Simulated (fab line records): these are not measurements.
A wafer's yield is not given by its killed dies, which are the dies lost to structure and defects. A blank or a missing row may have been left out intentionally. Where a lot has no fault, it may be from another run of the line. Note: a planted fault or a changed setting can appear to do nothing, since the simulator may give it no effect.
A struck lot beside a sound one | flow n5Finfet | 32 out of 1938 route steps
Sound: these wafers, L262.1, L262.5, L262.6. Wafers struck: L271.3, L271.4, L271.6. At the end, the cause is stated.
Order at every step that has rows: each side's tool, ch and its chambers, its first start. Under that, the readings that differ: sound wafers | struck wafers | difference of the means | sigmas: that difference in standard deviations of wafers without a fault.
alike: readings whose means differ by less than 2 such deviations, and words and numbers that are the same on both sides. not compared: withheld readings, readings that some wafer has no value for, bounds like >300 that may hide the same value, and numbers for which the record gives no deviation and whose values overlap.
Wherever a step has rows on one side only, a row that says differs or no value, or a row with sigmas, the two part there. Non-overlapping numbers with no deviation appear without sigmas and do not part them. A reading that every wafer of one side lacks parts them only if that side has two wafers or more.

first, 9 steps without rows for these wafers: N5_BEOL_M6_DESCUM_33 (chemistry O2, time 7 s); N5_BEOL_M6_ETCH_72 (etches underlayer in N2/H2, target depth 6.5 nm, time 5.2 s); N5_BEOL_M6_ETCH_65 (etches SiARC in CF4, target depth 15.6 nm, time 26 s); N5_BEOL_M6_ETCH_66 (etches SOC in N2/H2, target depth 80 nm, overetch 16 nm, time 120 s); N5_BEOL_M6_STRIP_69 (strips in N2/H2); N5_BEOL_M6_STRIP_73 (strips in N2/H2); N5_BEOL_M6_VIA_ETCH_34 (etches SiCOH lowk in C4F6/O2, target depth 126.3 nm, time 50.9 s); N5_BEOL_M6_STRIP_76 (strips in C4F6/O2); N5_BEOL_M6_STRIP_36 (strips in N2/H2).
N5_BEOL_M6_TRENCH_ETCH_37: etches SiCOH lowk in C4F6/O2, target depth 94.435 nm, time 31.5 s.
  sound on rieDiel-01 ch 2,3, day 9 16:00; struck on rieDiel-01 ch 2,3, day 12 10:43
reading                                   | sound             | struck            | difference | sigmas
biasW (W)                                 | 184.4 185.4 185.4 | 129.5 128.1 129.3 | -56.1      | -99 or more
rfVppV (V)                                | 637 665 637       | 479 501 479       | -160       | -8
model.etch.depthNm (nm)                   | 93.61 97.65 94.51 | 84.51 86.23 83.97 | -10.35     | 
model.BEOL_M6.featureDepthNm (nm)         | 93.6 97.6 94.6    | 84.6 86.2 84      | -10.3      | 
model.TiN_of_BEOL_M6_HM_DEP_02.thkNm (nm) | 17.2 17 17.2      | 18 17.4 17.8      | +1         | 
  alike: O2_flow_sccm, drypumpMotorCurrentA, oesProductAu, showerheadPlenumPTorr, throttleValvePct
  not compared: rfHoursCounterH
then, 2 steps without rows for these wafers: N5_BEOL_M6_ETCH_41 (etches SiCN in CH3F/O2, target depth 29.7 nm, time 52 s); N5_BEOL_M6_STRIP_80 (strips in N2/H2, time 10 s).
N5_BEOL_M6_OCD_MEAS_38:
  sound: ocd-01 at day 9 16:09; struck: ocd-02 at day 12 10:53
reading            | sound          | struck         | difference | sigmas
trenchDepthNm (nm) | 93.9 96.9 94.4 | 84.6 86.4 84.2 | -10.0      | -4
then, 13 steps without rows for these wafers: N5_BEOL_M6_HM_STRIP_39 (strips TiN in peroxide tin strip, target depth 25 nm, time 158 s); N5_BEOL_M6_SRD_40 (time 30 s); N5_BEOL_M6_PRECLEAN_42 (cleans in residue remover, time 60 s); N5_BEOL_M6_SRD_43 (time 30 s); N5_BEOL_M6_CURE_75 (cures SiCOH lowk, time 120 s); N5_BEOL_M6_DEGAS_44 (time 60 s); N5_BEOL_M6_PRE_CLEAN_45 (time 30 s); N5_BEOL_M6_ALD_77 (deposits TaN, target thk 2 nm, pulse time 2 s, purge time 3 s); N5_BEOL_M6_SURFACE_TREAT_79; N5_BEOL_M6_CVD_78 (deposits Co from CCTBA/H2, target thk 2 nm, time 142.3 s); N5_BEOL_M6_SPUTTER_48 (material Cu, target thk 10 nm, time 1.667 s); N5_BEOL_M6_ECD_50 (material Cu, target thk 300 nm); N5_BEOL_M6_ANNEAL_51 (time 90 s).
N5_BEOL_M6_CMP_52: polishes, stops on SiCOH lowk, t overpolish 6.9 s, target thk 80 nm.
  sound on cmp-04 ch 0,3, day 9 19:57; struck on cmp-03 ch 0,1,2, day 12 12:48
reading                               | sound        | struck         | difference | sigmas
model.Cu_of_BEOL_M6_ECD_50.thkNm (nm) | 79 83.6 82.8 | 70.6 69.6 68.6 | -12.2      | 
  alike: barrierFieldEndpointS, edgeZonePressureFrac, motorCurrentA, overpolishRunS, platenRpm, timeToEndpointS
N5_BEOL_M6_THK_MEAS_53: measures by xrf.
  sound: filmMetro-01 at day 9 20:15; struck: filmMetro-02 at day 12 13:01
reading     | sound          | struck         | difference | sigmas
M6_THK (nm) | 79.3 83.7 83.3 | 70.5 69.5 68.7 | -12.5      | -4
then, 2 steps without rows for these wafers: N5_BEOL_M6_PRE_CLEAN_55 (time 15 s); N5_BEOL_M6_DEP_56 (deposits SiCN from 3MS/NH3, target thk 10 nm, time 17.5 s).
N5_BEOL_M6_RS_MEAS_57: measurement is done with a four-point probe.
  sound: filmMetro-02 at day 9 20:23; struck: filmMetro-02 at day 12 13:09
reading        | sound             | struck            | difference | sigmas
M6_RS (ohm/sq) | 0.290 0.271 0.274 | 0.332 0.337 0.343 | +0.059     | +5
N5_PASSIVATION_PROBE_49:
  sound wafers here have rows in the record (prober-02, day 13 11:20); struck ones have none

WHERE THEY PART
Last at N5_PASSIVATION_PROBE_49 as far as this record goes, first at N5_BEOL_M6_TRENCH_ETCH_37.

WHY: what had been put in by the simulator
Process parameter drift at N5_BEOL_M6_TRENCH_ETCH_37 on rieDiel-01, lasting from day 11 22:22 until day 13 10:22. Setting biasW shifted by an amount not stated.
